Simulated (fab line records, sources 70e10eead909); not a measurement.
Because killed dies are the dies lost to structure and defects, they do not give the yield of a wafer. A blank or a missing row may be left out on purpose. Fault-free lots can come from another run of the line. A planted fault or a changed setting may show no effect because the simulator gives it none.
Which tool was responsible?    flow nandHarc    Sampling: 24 lots, 72 wafers, 4 of 1302 route steps

== WHAT THE GAUGES SHOWED, per wafer ==
NHARC_P_M1_INSPECT_27. Usual: rawDefectCount at 296, with a standard deviation of 93.
lot   measured      on                rawDefectCount  flag
L074  day 6 08:57   defectInspect-02  403 310 495     
L075  day 6 14:50   defectInspect-01  282 407 250     
L076  day 7 04:27   defectInspect-02  376 281 403     
L077  day 7 12:25   defectInspect-01  238 189 358     
L078  day 8 00:02   defectInspect-01  200 212 211     
L079  day 8 07:25   defectInspect-01  402 303 317     
L080  day 8 19:24   defectInspect-02  200 190 167     
L081  day 9 11:26   defectInspect-01  360 199 262     
L082  day 9 17:11   defectInspect-01  499 402 324     
L083  day 10 15:37  defectInspect-01  464 418 330     
L084  day 10 23:58  defectInspect-02  219 278 190     
L085  day 10 22:01  defectInspect-01  151 367 256     
L086  day 11 06:05  defectInspect-02  200 215 303     
L088  day 12 06:52  defectInspect-01  290 321 422     
L087  day 12 08:21  defectInspect-02  363 155 304     
L089  day 12 12:23  defectInspect-01  233 409 222     
L090  day 13 03:52  defectInspect-01  340 252 253     
L091  day 13 05:55  defectInspect-01  313 646 280     
L092  day 13 17:39  defectInspect-01  355 298 398     
L093  day 14 04:16  defectInspect-01  191 254 267     
L094  day 14 17:50  defectInspect-01  207 257 208     
L095  day 15 05:28  defectInspect-01  264 508 367     
L096  day 15 11:17  defectInspect-01  342 244 282     
L097  day 15 18:59  defectInspect-01  274 413 176     

== WHAT TOOL EACH LOT RAN ON (gives the tool, then ch and the chambers of the sampled wafers, and finally the start) ==
lot   NHARC_P_GATE_DEP_103             NHARC_P_GATE_STRIP_112               NHARC_P_M1_DEGAS_29
L074  pecvd-03 ch 0,1,2, day 5 00:19   plasmaAsher-02 ch 1, day 5 15:40     pvdSputter-03, day 6 07:23
L075  pecvd-03 ch 0,1,2, day 5 07:05   plasmaAsher-02 ch 0,1, day 5 22:05   pvdSputter-02, day 6 13:16
L076  pecvd-03 ch 0,1,2, day 5 17:46   plasmaAsher-02 ch 0,1, day 6 10:53   pvdSputter-03, day 7 02:53
L077  pecvd-02 ch 0,1,2, day 6 04:50   plasmaAsher-01 ch 0,1, day 6 19:29   pvdSputter-01, day 7 10:51
L078  pecvd-03 ch 0,1,2, day 6 16:16   plasmaAsher-01 ch 1, day 7 07:09     pvdSputter-03, day 7 22:29
L079  pecvd-03 ch 0,2, day 6 23:01     plasmaAsher-01 ch 0,1, day 7 14:21   pvdSputter-02, day 8 05:52
L080  pecvd-01 ch 0,1,2, day 7 11:17   plasmaAsher-02 ch 0,1, day 8 02:06   pvdSputter-01, day 8 17:50
L081  pecvd-01 ch 1,2, day 8 03:42     plasmaAsher-01 ch 0,1, day 8 18:34   pvdSputter-02, day 9 09:53
L082  pecvd-01 ch 0,2, day 8 08:58     plasmaAsher-01 ch 0,1, day 8 23:47   pvdSputter-01, day 9 15:36
L083  pecvd-02 ch 0,1, day 9 08:04     plasmaAsher-02 ch 0,1, day 9 22:56   pvdSputter-03, day 10 14:03
L084  pecvd-03 ch 0,2, day 9 14:08     plasmaAsher-02 ch 0,1, day 10 07:19  pvdSputter-03, day 10 22:23
L085  pecvd-02 ch 0,1,2, day 9 14:15   plasmaAsher-01 ch 0,1, day 10 05:15  pvdSputter-01, day 10 20:28
L086  pecvd-02 ch 0,1,2, day 9 22:10   plasmaAsher-01 ch 0,1, day 10 13:01  pvdSputter-02, day 11 04:32
L088  pecvd-01 ch 0,2, day 10 23:10    plasmaAsher-01 ch 0,1, day 11 14:04  pvdSputter-01, day 12 05:18
L087  pecvd-01 ch 0,2, day 10 23:22    plasmaAsher-01 ch 0,1, day 11 14:29  pvdSputter-01, day 12 06:47
L089  pecvd-02 ch 0,2, day 11 03:19    plasmaAsher-01 ch 0,1, day 11 19:16  pvdSputter-01, day 12 10:48
L090  pecvd-03 ch 0,1,2, day 11 19:56  plasmaAsher-01 ch 0,1, day 12 11:16  pvdSputter-01, day 13 02:17
L091  pecvd-03 ch 1,2, day 11 21:09    plasmaAsher-02 ch 0,1, day 12 12:01  pvdSputter-02, day 13 04:21
L092  pecvd-03 ch 0,1,2, day 12 09:38  plasmaAsher-02 ch 0,1, day 13 00:46  pvdSputter-02, day 13 16:05
L093  pecvd-01 ch 0,2, day 12 20:12    plasmaAsher-01 ch 0,1, day 13 11:22  pvdSputter-01, day 14 02:40
L094  pecvd-03 ch 0,2, day 13 10:21    plasmaAsher-02 ch 0,1, day 14 01:17  pvdSputter-03, day 14 16:18
L095  pecvd-01 ch 0,1, day 13 21:52    plasmaAsher-01 ch 0,1, day 14 12:33  pvdSputter-02, day 15 03:56
L096  pecvd-03 ch 0,1,2, day 14 03:43  plasmaAsher-01 ch 0,1, day 14 18:24  pvdSputter-02, day 15 09:44
L097  pecvd-02 ch 1,2, day 14 10:53    plasmaAsher-02 ch 0,1, day 15 01:40  pvdSputter-02, day 15 17:22
- NHARC_P_GATE_DEP_103: deposits SiON, target thk 30 nm.
- NHARC_P_GATE_STRIP_112: strips in N2/H2, time 200 s.
- NHARC_P_M1_DEGAS_29: time 60 s.

== AS READ BY THE TOOLS THEMSELVES (means over the sampled wafers that have a number; for cases with no such wafer, the mark the record gives instead) ==
NHARC_P_GATE_DEP_103. Usual: heaterPowerW at 716 W, with a standard deviation of 67.
lot   tool      heaterPowerW (W)  flag
L074  pecvd-03  704               
L075  pecvd-03  750               
L076  pecvd-03  719               
L077  pecvd-02  740               
L078  pecvd-03  669               
L079  pecvd-03  721               
L080  pecvd-01  727               
L081  pecvd-01  711               
L082  pecvd-01  663               
L083  pecvd-02  744               
L084  pecvd-03  747               
L085  pecvd-02  706               
L086  pecvd-02  716               
L088  pecvd-01  737               
L087  pecvd-01  669               
L089  pecvd-02  768               
L090  pecvd-03  739               
L091  pecvd-03  728               
L092  pecvd-03  731               
L093  pecvd-01  771               
L094  pecvd-03  782               
L095  pecvd-01  711               
L096  pecvd-03  670               
L097  pecvd-02  672               

NHARC_P_GATE_STRIP_112. Usual: drypumpMotorCurrentA 5.6 A, standard deviation 0.3; heaterPowerW 93 W, standard deviation 9.9.
lot   tool            drypumpMotorCurrentA (A)  heaterPowerW (W)  flag
L074  plasmaAsher-02  6.1                       91                
L075  plasmaAsher-02  5.8                       97                
L076  plasmaAsher-02  5.6                       106               
L077  plasmaAsher-01  5.6                       86                
L078  plasmaAsher-01  5.7                       85                
L079  plasmaAsher-01  5.6                       86                
L080  plasmaAsher-02  5.6                       106               
L081  plasmaAsher-01  5.5                       85                
L082  plasmaAsher-01  5.6                       87                
L083  plasmaAsher-02  5.6                       103               
L084  plasmaAsher-02  5.6                       106               
L085  plasmaAsher-01  5.5                       87                
L086  plasmaAsher-01  5.5                       86                
L088  plasmaAsher-01  5.5                       85                
L087  plasmaAsher-01  5.6                       88                
L089  plasmaAsher-01  5.6                       86                
L090  plasmaAsher-01  5.5                       87                
L091  plasmaAsher-02  5.6                       107               
L092  plasmaAsher-02  5.6                       105               
L093  plasmaAsher-01  5.6                       87                
L094  plasmaAsher-02  5.6                       104               
L095  plasmaAsher-01  5.5                       85                
L096  plasmaAsher-01  5.6                       86                
L097  plasmaAsher-02  5.8                       99                

NHARC_P_M1_DEGAS_29. Usual: heaterPowerW at 345 W, with a standard deviation of 26.
lot   tool           heaterPowerW (W)  flag
L074  pvdSputter-03  339               
L075  pvdSputter-02  348               
L076  pvdSputter-03  352               
L077  pvdSputter-01  345               
L078  pvdSputter-03  342               
L079  pvdSputter-02  330               
L080  pvdSputter-01  338               
L081  pvdSputter-02  327               
L082  pvdSputter-01  335               
L083  pvdSputter-03  337               
L084  pvdSputter-03  363               
L085  pvdSputter-01  342               
L086  pvdSputter-02  323               
L088  pvdSputter-01  350               
L087  pvdSputter-01  344               
L089  pvdSputter-01  341               
L090  pvdSputter-01  359               
L091  pvdSputter-02  320               
L092  pvdSputter-02  339               
L093  pvdSputter-01  349               
L094  pvdSputter-03  332               
L095  pvdSputter-02  366               
L096  pvdSputter-02  342               
L097  pvdSputter-02  358               

== THE ANSWER, worked out from the rows above alone ==
Rule: a lot counts as off when the mean over its wafers that have a number is more than 3 standard deviations away from the usual mean. Also off: a lot with no number at a reading for which 4 or more lots have one. All remaining lots with rows at the step are treated as sound. The gauges are gone through in route order, then the tools' own readings, and for those a lot's mean is taken as printed above. The first step at which some lot is off is used, and at that step the reading that is off furthest; a lot without a number counts as furthest.
No lot is off at any reading shown: from this, nothing can be told.

== WHAT THE SIMULATOR PUT IN ==
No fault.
